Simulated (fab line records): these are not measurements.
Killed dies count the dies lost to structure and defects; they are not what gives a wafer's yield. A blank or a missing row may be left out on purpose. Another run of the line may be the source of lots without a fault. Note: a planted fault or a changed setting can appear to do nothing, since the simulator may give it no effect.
Which tool is to blame? -- flow n5_finfet -- 72 wafers from 24 lots sampled at 2 of the route's 1938 steps

## WHAT EACH GAUGE READ, for each wafer
N5_MOL_CONTACT_COAG_INSPECT_97: inspects for defects (darkfield).
lot,measured,on,raw_defect_count
L074,day 5 22:59,defect_inspect-02,27 29 33
L075,day 5 23:19,defect_inspect-02,46 51 23
L076,day 5 23:38,defect_inspect-02,27 30 46
L078,day 6 08:17,defect_inspect-01,16 16 20
L077,day 6 11:21,defect_inspect-01,27 24 30
L079,day 6 18:52,defect_inspect-02,23 57 53
L080,day 6 21:51,defect_inspect-01,30 51 30
L081,day 7 05:04,defect_inspect-02,35 33 26
L082,day 7 08:19,defect_inspect-01,18 30 17
L083,day 7 15:15,defect_inspect-02,20 22 48
L084,day 8 00:53,defect_inspect-02,47 26 28
L085,day 8 05:11,defect_inspect-01,64 43 49
L086,day 8 12:43,defect_inspect-02,24 47 28
L087,day 8 15:44,defect_inspect-02,56 32 37
L088,day 9 02:04,defect_inspect-02,21 29 33
L089,day 9 10:16,defect_inspect-01,18 37 30
L091,day 9 16:23,defect_inspect-01,19 42 48
L090,day 10 01:48,defect_inspect-01,74 61 87
L092,day 10 04:49,defect_inspect-01,41 30 21
L093,day 10 04:48,defect_inspect-02,22 29 35
L094,day 10 14:34,defect_inspect-02,41 31 40
L095,day 10 17:50,defect_inspect-02,62 75 83
L096,day 11 02:52,defect_inspect-01,37 39 54
L097,day 11 05:52,defect_inspect-02,68 67 51

## TOOL THAT RAN EACH LOT (tool first, then ch and the chambers of the sampled wafers, then the start)
lot,N5_MOL_CONTACT_COAG_CVD_140
L074,"cvd_w-02 ch 0,1, day 5 09:31"
L075,"cvd_w-01 ch 0,1, day 5 15:41"
L076,"cvd_w-02 ch 0,1, day 5 15:50"
L078,"cvd_w-02 ch 1, day 6 04:37"
L077,"cvd_w-01 ch 0,1, day 6 05:50"
L079,"cvd_w-02 ch 0,1, day 6 15:10"
L080,"cvd_w-01 ch 0,1, day 6 15:58"
L081,"cvd_w-02 ch 0,1, day 7 01:26"
L082,"cvd_w-01 ch 0,1, day 7 04:38"
L083,"cvd_w-02 ch 0,1, day 7 11:35"
L084,"cvd_w-01 ch 0,1, day 7 20:43"
L085,"cvd_w-01 ch 0,1, day 8 01:06"
L086,"cvd_w-01 ch 0,1, day 8 09:03"
L087,"cvd_w-02 ch 1, day 8 12:01"
L088,"cvd_w-01 ch 0,1, day 8 22:10"
L089,"cvd_w-02 ch 0,1, day 9 06:36"
L091,"cvd_w-02 ch 0,1, day 9 12:43"
L090,"cvd_w-02 ch 0,1, day 9 22:08"
L092,"cvd_w-02 ch 1, day 10 00:56"
L093,"cvd_w-01 ch 0,1, day 10 01:07"
L094,"cvd_w-01 ch 0,1, day 10 10:52"
L095,"cvd_w-02 ch 0,1, day 10 14:08"
L096,"cvd_w-01 ch 0,1, day 10 23:13"
L097,"cvd_w-02 ch 0, day 11 00:33"
- N5_MOL_CONTACT_COAG_CVD_140: deposits W, target thk 66.5 nm, time 215 s.

## WHAT THE TOOLS THEMSELVES READ (means of the sampled wafers that have a number; where no wafer has one, the mark that the record gives instead)
N5_MOL_CONTACT_COAG_CVD_140.
lot,tool,heater_power_w (W)
L074,cvd_w-02,412
L075,cvd_w-01,558
L076,cvd_w-02,407
L078,cvd_w-02,398
L077,cvd_w-01,527
L079,cvd_w-02,412
L080,cvd_w-01,520
L081,cvd_w-02,423
L082,cvd_w-01,522
L083,cvd_w-02,422
L084,cvd_w-01,517
L085,cvd_w-01,563
L086,cvd_w-01,527
L087,cvd_w-02,398
L088,cvd_w-01,559
L089,cvd_w-02,412
L091,cvd_w-02,422
L090,cvd_w-02,408
L092,cvd_w-02,402
L093,cvd_w-01,551
L094,cvd_w-01,559
L095,cvd_w-02,406
L096,cvd_w-01,558
L097,cvd_w-02,445

## THE ANSWER, worked out from the rows above alone
Rule: usual is defined by the lots themselves. The widest of any qualifying gaps counts: lots, ordered by their means at a reading, are off when they make up no more than a third of the lots, leave a main group of 4 or more, and stand apart from it by 3 or more times the standard deviation of that group's means. The tables above print the reading to a certain number of digits; a main group whose means all agree to those digits is not used. Also off: a lot with no number at a reading for which 4 or more lots have one. Any other lot the step has rows for is counted as sound. After the gauges, taken in route order, come the tools' own readings; for these a lot's mean is taken, as printed above. At the first step where some lot is off, the reading lying furthest off is the one used; lots without a number count as furthest.
No lot is off at any reading shown: from this, nothing can be told.

## WHAT THE SIMULATOR PUT IN
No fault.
